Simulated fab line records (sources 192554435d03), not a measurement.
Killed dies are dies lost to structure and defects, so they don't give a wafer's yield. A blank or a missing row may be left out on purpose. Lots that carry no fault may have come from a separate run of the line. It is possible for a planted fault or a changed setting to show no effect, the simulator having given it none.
fab line records    flow n5_finfet
record lots=7  wafers=39
route steps=1938 shown FIN_SAQP@94 FIN_CUT@173 DUMMY_GATE@237 MOL_CONTACT_COAG@586
start_h: hours from the record's opening day to when the first of the lot's shown wafers began    wait_h: how many hours have passed since the lot's step before this one    " unchanged from the row above    L1.1+2: a row that stands for several wafers    - no value, or no start given    * or withheld: withheld    < > ~ a bound
route shown NAME@n: a module of which the file shows steps, and the number in the route of the first    usual: mean and standard deviation over wafers with no fault    same: alike in all rows    chamber/n: place in a boat    sites: each site's reading    _std_site: the values' standard deviation    _edge_site: inner sites' mean taken away from outer sites' mean    radius_mm: for every site, how far away it sits from the centre of the wafer    mask NAME#n: copy n    behind: the most recent tool/chamber to have shaped the wafer    hold: cause of the lot's hold/its duration in hours/its outcome    device: whichever transistor did not switch (one of n, p or np)    end of line: tests run on the same wafers once the route is complete    a step given without rows: its recipe and nothing more    killed: count of dies lost to structure and defects at first sort (not the wafer's yield)    map: per-die view of a wafer (x killed, . not killed, _ where there is no die)
set.NAME: the setting that was run; set.NAME@STEP: the one run at that earlier step    model.NAME: the simulator's own value behind a step, which no gauge read
lots where settings were altered on purpose, with a table for each step and a row for each wafer
## steps
# step N5_FIN_SAQP_ALD_61
# recipe material=SiO2  target_thk_a=40  temp_c=300  ald_precursor_family=BDEAS  ald_co_reactant=O2-plasma  pulse_time_s=1  purge_time_s=2  co_reactant_purge_time_s=2  ald_cycles=43  pressure_torr=2
lot.wafer  tool        chamber  start_h  wait_h  set.ald_cycles  model.SiO2_of_FIN_SAQP_ALD_61.thk_nm
L074.1     ald_sin-04  1        21.30    0.0     43              3.991
L074.2+4   "           2,0      "        "       43              3.988
L074.3     "           3        "        "       43              4.021
L074.5     "           2        "        "       43              4.001
L074.6     "           3        "        "       43              4.019
L075.1     ald_sin-03  2        26.27    0.2     38              3.519
L075.2     "           1        "        "       43              4.012
L075.3     "           0        "        "       38              3.541
L075.4     "           3        "        "       43              4.006
L075.5     "           2        "        "       38              3.505
L075.6     "           1        "        "       43              4.022
L079.1     ald_sin-03  3        50.71    0.0     46              4.291
L079.2     "           2        "        "       43              3.96
L079.3     "           0        "        "       46              4.249
L079.4     "           1        "        "       46              4.262
L079.5     "           0        "        "       43              3.985
L079.6     "           1        "        "       43              3.991
L083.1     ald_sin-03  1        75.65    0.0     43              4.002
L083.3     "           2        "        "       43              3.986
L083.5     "           2        "        "       43              3.985
L087.1     ald_sin-02  2        101.86   1.8     43              4.028
L087.2     "           0        "        "       43              4.009
L087.3     "           3        "        "       43              4.023
L087.4     "           1        "        "       43              4.003
L087.5     "           2        "        "       43              4.016
L087.6     "           3        "        "       43              4.007
L088.1     ald_sin-03  2        108.69   0.0     38              3.543
L088.2     "           1        "        "       38              3.558
L088.3     "           3        "        "       43              3.986
L088.4     "           0        "        "       43              3.995
L088.5     "           1        "        "       43              3.999
L088.6     "           2        "        "       38              3.52
L097.1     ald_sin-04  2        161.78   0.8     38              3.515
L097.2     "           0        "        "       43              3.99
L097.3     "           3        "        "       38              3.535
L097.4     "           1        "        "       38              3.542
L097.5     "           1        "        "       43              3.998
L097.6     "           2        "        "       43              3.988
# step N5_FIN_CUT_CUT_ETCH_26
# recipe chemistry=CH3F/O2  target=SiNx  target_depth_a=390  mask_material=SOC  time_s=55.7  pressure_mtorr=30  source_w=395  bias_w=73  Ar_flow_sccm=150  CH3F_flow_sccm=30  O2_flow_sccm=20  ion_energy_ev=120
lot.wafer  tool         chamber  start_h  wait_h  set.time_s  model.etch.depth_nm  model.SOC_of_FIN_CUT_COAT_18.thk_nm
L074.1     rie_diel-01  2        28.07    0.0     55.7        38.26                212.4
L074.2     "            1        "        "       55.7        38.59                212
L074.3     "            3        "        "       55.7        38.33                212.4
L074.4     "            0        "        "       55.7        38.79                211
L074.5     "            2        "        "       55.7        38.06                212.4
L074.6     "            3        "        "       55.7        38.58                212.2
L075.1     rie_diel-01  1        32.81    0.0     43.18       30.19                216.4
L075.2     "            3        "        "       43.18       29.91                216.4
L075.3     "            2        "        "       55.7        38.58                213.8
L075.4     "            0        "        "       55.7        39.16                212.8
L075.5     "            2        "        "       55.7        38.55                212.8
L075.6     "            1        "        "       43.18       30.36                216.2
L079.1     rie_diel-01  2        57.83    0.0     55.7        38.4                 211.8
L079.2     "            3        "        "       49.09       33.5                 213.4
L079.3     "            1        "        "       49.09       34.06                213.8
L079.4     "            0        "        "       49.09       34.27                213.8
L079.5     "            1        "        "       55.7        38.81                211.2
L079.6     "            2        "        "       55.7        38.14                211.6
L083.1     rie_diel-02  2        82.54    0.0     55.7        39.2                 211.2
L083.3     "            0        "        "       55.7        38.67                211.6
L083.5     "            0        "        "       55.7        38.63                211.4
L087.1     rie_diel-02  0        108.97   0.0     59.33       40.62                210.8
L087.2     "            1        "        "       55.7        39.86                211.8
L087.3     "            2        "        "       55.7        39.28                212.4
L087.4     "            3        "        "       59.33       40.94                210.8
L087.5     "            2        "        "       55.7        39.26                211.8
L087.6     "            1        "        "       59.33       42.58                209.6
L088.1     rie_diel-02  0        115.47   0.0     55.7        38.18                212.6
L088.2     "            1        "        "       47.55       34.1                 213.8
L088.3     "            3        "        "       47.55       33.27                214.4
L088.4     "            2        "        "       47.55       33.22                214.8
L088.5     "            3        "        "       55.7        38.75                212.2
L088.6     "            0        "        "       55.7        38.58                212.8
L097.1     rie_diel-02  0        169.03   0.0     55.7        39.1                 211.8
L097.2     "            2        "        "       55.7        38.86                211
L097.3     "            3        "        "       55.7        38.93                210.8
L097.4+6   "            1        "        "       55.7        39.71                211
L097.5     "            0        "        "       55.7        38.88                211.2
# step N5_DUMMY_GATE_ETCH_37
# recipe chemistry=N2/H2  target=SOC  target_depth_a=600  overetch_a=300  temp_c=40  ion_energy_ev=200  pressure_mtorr=30  source_w=840  bias_w=150  n2_flow_sccm=200  h2_flow_sccm=200
# usual rf_vpp_V=524.6/2.2
lot.wafer  tool         chamber  start_h  wait_h  set.source_w  rf_vpp_V
L074.1     rie_diel-06  2        46.61    0.0     895.7         515.6
L074.2     "            3        "        "       840           529.7
L074.3     "            0        "        "       895.7         512.3
L074.4     "            1        "        "       840           523.5
L074.5     "            3        "        "       840           529.2
L074.6     "            0        "        "       895.7         511.6
L075.1     rie_diel-06  3        51.03    0.0     840           529.8
L075.2     "            0        "        "       977.1         498.1
L075.3     "            2        "        "       977.1         501.5
L075.4     "            1        "        "       840           523.2
L075.5     "            0        "        "       977.1         498.0
L075.6     "            3        "        "       840           528.9
L079.1     rie_diel-06  2        76.37    0.0     840           526.5
L079.2     "            1        "        "       840           523.4
L079.3     "            0        "        "       774.1         539.1
L079.4     "            3        "        "       840           527.8
L079.5     "            0        "        "       774.1         538.0
L079.6     "            3        "        "       774.1         543.8
L083.1     rie_diel-01  0        101.38   0.0     840           521.6
L083.3     "            2        "        "       840           525.1
L083.5     "            0        "        "       840           521.0
L087.1     rie_diel-06  0        127.25   0.0     840           522.3
L087.2     "            3        "        "       742.4         549.4
L087.3     "            1        "        "       840           522.8
L087.4     "            3        "        "       742.4         549.5
L087.5     "            1        "        "       742.4         543.5
L087.6     "            0        "        "       840           522.1
L088.1     rie_diel-01  0        134.03   0.0     840           521.9
L088.2     "            2        "        "       840           525.0
L088.3     "            1        "        "       982.6         498.0
L088.4     "            3        "        "       840           525.0
L088.5     "            1        "        "       982.6         499.1
L088.6     "            2        "        "       982.6         500.0
L097.1     rie_diel-01  0        188.98   0.0     990.8         494.1
L097.2     "            1        "        "       840           525.1
L097.3     "            3        "        "       840           524.6
L097.4     "            2        "        "       840           525.3
L097.5     "            2        "        "       990.8         496.7
L097.6     "            1        "        "       990.8         497.9
# step N5_DUMMY_GATE_ETCH_31
# recipe chemistry=C4F6/O2  target=SiO2  mask_material=SOC  target_depth_a=825  time_s=27.5  ion_energy_ev=250  pressure_mtorr=30  source_w=345  bias_w=185  Ar_flow_sccm=300  C4F6_flow_sccm=10  O2_flow_sccm=10
lot.wafer  tool         chamber  start_h  wait_h  set.target_depth_a  model.etch.depth_nm
L074.1     rie_diel-02  1        46.96    0.0     825                 84.46
L074.2     "            2        "        "       825                 82.75
L074.3     "            3        "        "       825                 82.81
L074.4     "            0        "        "       825                 81.7
L074.5     "            3        "        "       825                 82.37
L074.6     "            0        "        "       825                 81.65
L075.1     rie_diel-01  2        51.31    0.0     825                 81.24
L075.2     "            1        "        "       825                 82.3
L075.3     "            3        "        "       825                 80.86
L075.4     "            0        "        "       825                 82.96
L075.5     "            2        "        "       825                 80.04
L075.6     "            3        "        "       825                 81.2
L079.1     rie_diel-01  3        76.65    0.0     825                 82.28
L079.2     "            0        "        "       825                 83.37
L079.3     "            1        "        "       825                 82.47
L079.4     "            2        "        "       825                 80.89
L079.5     "            3        "        "       825                 81.61
L079.6     "            0        "        "       825                 82.87
L083.1     rie_diel-01  2        101.66   0.0     825                 80.55
L083.3     "            0        "        "       825                 81.66
L083.5     "            3        "        "       825                 81.96
L087.1     rie_diel-06  3        127.53   0.0     907.6               92.26
L087.2     "            0        "        "       907.6               89.37
L087.3     "            1        "        "       825                 82.16
L087.4     "            1        "        "       907.6               90.86
L087.5     "            0        "        "       825                 81.05
L087.6     "            3        "        "       825                 82.92
L088.1     rie_diel-06  0        134.31   0.0     857.6               86.12
L088.2     "            3        "        "       857.6               87.31
L088.3+6   "            1        "        "       825                 83.3
L088.4     "            3        "        "       825                 84.97
L088.5     "            0        "        "       857.6               85.81
L097.1     rie_diel-02  0        189.26   0.0     825                 81.66
L097.2     "            1        "        "       825                 82.8
L097.3     "            2        "        "       825                 81.21
L097.4     "            3        "        "       921.9               90.24
L097.5     "            2        "        "       921.9               91.74
L097.6     "            1        "        "       921.9               92.42
# step N5_MOL_CONTACT_COAG_VIA_ETCH_46
# recipe chemistry=C4F6/O2  target_depth_a=460  overetch_a=92  mask_material=SOC  target=SiO2  bias_w=455  pressure_mtorr=10  time_s=40  source_w=325  Ar_flow_sccm=300  C4F6_flow_sccm=10  O2_flow_sccm=10  ion_energy_ev=575.3  ends=end_point
# usual rf_vpp_V=1576/26
lot.wafer  tool         chamber  start_h  wait_h  set.bias_w  rf_vpp_V
L074.1     rie_diel-04  0        97.57    0.0     455         1609
L074.2     "            3        "        "       455         1625
L074.3     "            1        "        "       455         1580
L074.4     "            2        "        "       455         1559
L074.5     "            1        "        "       455         1581
L074.6     "            0        "        "       455         1609
L075.1     rie_diel-03  1        103.68   0.0     427.9       1498
L075.2     "            0        "        "       455         1578
L075.3     "            2        "        "       455         1592
L075.4     "            3        "        "       427.9       1528
L075.5     "            0        "        "       427.9       1507
L075.6     "            3        "        "       455         1599
L079.1     rie_diel-04  3        128.15   0.0     525.4       1807
L079.2     "            1        "        "       455         1582
L079.3     "            2        "        "       455         1557
L079.4     "            0        "        "       525.4       1788
L079.5     "            0        "        "       525.4       1789
L079.6     "            1        "        "       455         1580
L083.1     rie_diel-05  0        153.26   0.0     455         1540
L083.3     "            3        "        "       455         1538
L083.5     "            0        "        "       455         1539
L087.1     rie_diel-03  0        178.03   0.0     455         1576
L087.2     "            2        "        "       455         1592
L087.3     "            3        "        "       455         1599
L087.4     "            1        "        "       455         1567
L087.5     "            3        "        "       455         1599
L087.6     "            0        "        "       455         1577
L088.1     rie_diel-03  3        195.69   0.0     485.7       1678
L088.2     "            0        "        "       455         1577
L088.3     "            2        "        "       455         1591
L088.4     "            1        "        "       485.7       1645
L088.5     "            3        "        "       455         1600
L088.6     "            0        "        "       485.7       1655
L097.1     rie_diel-05  2        239.33   0.0     455         1590
L097.2     "            3        "        "       487.3       1616
L097.3     "            1        "        "       487.3       1625
L097.4     "            1        "        "       455         1543
L097.5     "            2        "        "       487.3       1674
L097.6     "            3        "        "       455         1536
# step N5_MOL_CONTACT_COAG_CVD_140
# recipe material=W  target_thk_a=665  mode=selective_fill  temp_c=300  time_s=215
lot.wafer  tool      chamber  start_h  wait_h  set.target_thk_a  model.W_of_MOL_CONTACT_COAG_CVD_140.thk_nm
L074.1     cvd_w-01  1        101.10   0.1     665               65.2
L074.2     "         0        "        "       665               64.8
L074.3     "         0        "        "       665               65.8
L074.4     "         1        "        "       665               65.6
L074.5     "         1        "        "       665               64.4
L074.6     "         0        "        "       665               66.2
L075.1     cvd_w-01  0        105.59   0.1     665               65.6
L075.2+3   "         1        "        "       665               65
L075.4     "         0        "        "       715.2             70.6
L075.5+6   "         0,1      "        "       715.2             70.4
L079.1     cvd_w-01  0        129.88   0.1     665               66.4
L079.2     "         1        "        "       665               65.8
L079.3     "         1        "        "       665               66.2
L079.4+5   "         0        "        "       665               66.6
L079.6     "         1        "        "       665               65.6
L083.1     cvd_w-02  0        154.99   0.1     665               67
L083.3     "         0        "        "       665               66.6
L083.5     "         0        "        "       665               66.8
L087.1     cvd_w-01  1        180.97   0.1     665               66
L087.2     "         0        "        "       605.7             61.4
L087.3     "         0        "        "       665               67
L087.4     "         1        "        "       605.7             60.2
L087.5     "         1        "        "       665               66.4
L087.6     "         0        "        "       605.7             60.8
L088.1     cvd_w-01  0        197.51   0.1     665               66.4
L088.2     "         1        "        "       706.6             69
L088.3     "         1        "        "       706.6             69.6
L088.4     "         0        "        "       665               66
L088.5     "         1        "        "       665               66.2
L088.6     "         0        "        "       706.6             70
L097.1     cvd_w-02  1        241.09   0.1     665               66.8
L097.2     "         0        "        "       572.9             57.2
L097.3     "         1        "        "       665               66.6
L097.4     "         0        "        "       665               67.2
L097.5     "         1        "        "       572.9             57.8
L097.6     "         0        "        "       572.9             58.2
# step N5_MOL_CONTACT_COAG_PRECLEAN_127
# recipe chemistry=DIW  time_s=57.5  temp_c=23
# step N5_MOL_CONTACT_COAG_SRD_128
# recipe dry_time_s=32  dry=n2_spin  spin_rpm=1500
# step N5_MOL_CONTACT_COAG_CMP_52
# recipe stop_on=SiO2  t_overpolish_s=1.5  post_cmp_clean=w_dilute_nh4oh  down_force_psi=4  platen_rpm=50.289  pad_velocity_m_s=1.0006  target_thk_nm=66.5
lot.wafer  tool    chamber  start_h  wait_h  set.target_thk_a@MOL_CONTACT_COAG_CVD_140  model.W_of_MOL_CONTACT_COAG_CVD_140.thk_nm
L074.1     cmp-01  3        101.57   0.2     665                                        65.2
L074.3     "       0        "        "       665                                        65.8
L074.4     "       1        "        "       665                                        65.6
L074.2     "       2        "        "       665                                        64.8
L074.6     "       3        "        "       665                                        66.2
L074.5     "       0        "        "       665                                        64.4
L075.2+3   cmp-02  2,0      108.79   2.9     665                                        65
L075.1     "       3        "        "       665                                        65.6
L075.4     "       1        "        "       715.2                                      68.2
L075.5     "       2        "        "       715.2                                      66.4
L075.6     "       3        "        "       715.2                                      66
L079.3     cmp-01  0        130.21   0.0     665                                        66.2
L079.1     "       1        "        "       665                                        66.4
L079.4+5   "       2,1      "        "       665                                        66.6
L079.2     "       3        "        "       665                                        65.8
L079.6     "       0        "        "       665                                        65.6
L083.3     cmp-01  3        155.31   0.0     665                                        66.6
L083.1     "       2        "        "       665                                        67
L083.5     "       0        "        "       665                                        66.8
L087.4     cmp-01  2        181.30   0.0     605.7                                      60.2
L087.1     "       3        "        "       665                                        66
L087.2     "       0        "        "       605.7                                      61.4
L087.3     "       1        "        "       665                                        67
L087.6     "       2        "        "       605.7                                      60.8
L087.5     "       3        "        "       665                                        66.4
L088.3     cmp-02  1        197.83   0.0     706.6                                      65.8
L088.1     "       2        "        "       665                                        66.4
L088.4     "       3        "        "       665                                        66
L088.2     "       0        "        "       706.6                                      66.4
L088.6     "       1        "        "       706.6                                      66.8
L088.5     "       2        "        "       665                                        66.2
L097.2     cmp-02  0        241.42   0.0     572.9                                      57.2
L097.1     "       1        "        "       665                                        66.8
L097.3     "       2        "        "       665                                        66.6
L097.4     "       3        "        "       665                                        67.2
L097.5     "       0        "        "       572.9                                      57.8
L097.6     "       1        "        "       572.9                                      58.2
## key
split step=N5_FIN_SAQP_ALD_61  setting=ald_cycles  stated=43  by=wafer
response step=N5_FIN_SAQP_ALD_61  reading=model.SiO2_of_FIN_SAQP_ALD_61.thk_nm  change=+0.0404  per=1%  r=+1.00
split step=N5_FIN_CUT_CUT_ETCH_26  setting=time_s  stated=55.7  by=wafer
response step=N5_FIN_CUT_CUT_ETCH_26  reading=model.etch.depth_nm  change=+0.368  per=1%  r=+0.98
response step=N5_FIN_CUT_CUT_ETCH_26  reading=model.SOC_of_FIN_CUT_COAT_18.thk_nm  change=-0.148  per=1%  r=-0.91
split step=N5_DUMMY_GATE_ETCH_37  setting=source_w  stated=840  by=wafer
response step=N5_DUMMY_GATE_ETCH_37  reading=rf_vpp_V  change=-1.7  per=1%  r=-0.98
split step=N5_DUMMY_GATE_ETCH_31  setting=target_depth_a  stated=825  by=wafer
response step=N5_DUMMY_GATE_ETCH_31  reading=model.etch.depth_nm  change=+0.83  per=1%  r=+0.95
split step=N5_MOL_CONTACT_COAG_VIA_ETCH_46  setting=bias_w  stated=455  by=wafer
response step=N5_MOL_CONTACT_COAG_VIA_ETCH_46  reading=rf_vpp_V  change=+13.3  per=1%  r=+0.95
split step=N5_MOL_CONTACT_COAG_CVD_140  setting=target_thk_a  stated=665  by=wafer
response step=N5_MOL_CONTACT_COAG_CVD_140  reading=model.W_of_MOL_CONTACT_COAG_CVD_140.thk_nm  change=+0.647  per=1%  r=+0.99
response step=N5_MOL_CONTACT_COAG_CMP_52  reading=model.W_of_MOL_CONTACT_COAG_CVD_140.thk_nm  change=+0.518  per=1%  r=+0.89
